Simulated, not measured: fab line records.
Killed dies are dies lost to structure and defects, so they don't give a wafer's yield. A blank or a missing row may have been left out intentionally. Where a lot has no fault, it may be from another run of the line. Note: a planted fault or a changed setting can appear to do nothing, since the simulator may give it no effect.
Problem report, 8D (eight disciplines) form, completed by code || flow n5-finfet || the parts of the form that need people (team, actions taken, sign-off) are left out

## 1. THE PROBLEM
At N5_WELL_APT_CD_MEAS_25, cd-nm averages 185.4 nm over 3 wafers from 2 lots, while fault-free wafers read 200.1 nm, standard deviation 2.1. That puts it -7.0 standard deviations away from the usual mean.
The step: target cd 200 nm.
Seen first at day 3 21:16 on cd-sem-01, wafer L591.3. The record holds 31 wafers of 11 lots with a number at this step. By rule, "out" or "out of limits" means more than 4 standard deviations away from the usual mean. The rest of the wafers with a number are treated as sound.

## 2. WHAT IT IS, WHAT IT ISN'T
{"question": "which readings at this step", "is": "cd-nm", "is not": "-"}
{"question": "which lots", "is": "L591, L595", "is not": "L582, L583, L584, L586, L587, L588, L589, L604, L605"}
{"question": "which wafers of those lots", "is": "L591.3, L591.5, L595.3", "is not": "L591.6, L595.1"}
{"question": "read on which gauges", "is": "cd-sem-01, cd-sem-03", "is not": "-"}
{"question": "when", "is": "from day 3 21:16", "is not": "up to then (21 sound wafers); but 7 sound wafers of L595, L604, L605 came after"}

## 3. WHAT RULES OUT EACH SUSPECT
Counting: if a tool at a process step up to the reading ran every lot that is out, it stays a suspect. Sound lots after the first of them don't rule it out here, since some wafers of a struck lot are sound.
- ruled out: the gauge at N5_WELL_APT_CD_MEAS_25. The wafers that are out were read on 2 gauges (cd-sem-01, cd-sem-03).
- krf-scanner-02 at N5_WELL_APT_EXPOSE_22 (exposes mask PWELL, defocus 0 nm, target cd 200 nm): kept. Ran every lot that is out, first one L591 (day 3 21:06); last sound lot up to then L588 (day 3 03:10).
Left after counting: krf-scanner-02 at N5_WELL_APT_EXPOSE_22.

## 4. THE CAUSE (what the simulator had put in)
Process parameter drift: krf-scanner-02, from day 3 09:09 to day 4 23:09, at N5_WELL_APT_EXPOSE_22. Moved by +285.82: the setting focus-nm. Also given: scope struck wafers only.
Counting left only this tool.

## 5. THE EFFECT CHAIN, in route order
Each row: a reading where the mean over the struck wafers with a number is more than 3 standard deviations away from the usual. Only readings whose record carries a usual standard deviation are examined. hours: median over the lots of the time between each lot's start at the first step of this table that gives one and its start at this step. sigmas: the change, counted in usual standard deviations.
{"hours": 0, "step": "N5_WELL_APT_CD_MEAS_25", "reading": "cd-nm", "usual": "200.1 nm", "on struck wafers": 185.4, "change": -14.7, "sigmas": -7.0}
Later steps that measure or inspect, where all struck wafers having a row at the step show a number for every such reading and not one has moved that far: N5_WELL_APT_INSPECT_27, N5_WELL_APT_INSPECT_38, N5_BEOL_M4_RC_MEAS_101.

## 6. WHAT WOULD HAVE CAUGHT IT SOONER
The first out-of-limits reading at a measuring or inspecting step in this record came at day 3 21:16, 12 hours after the fault's start at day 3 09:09.
Lots out: 2; of these, L595 started N5_WELL_APT_EXPOSE_22 on krf-scanner-02 after day 3 21:16. Holding the tool at that time would have saved it.
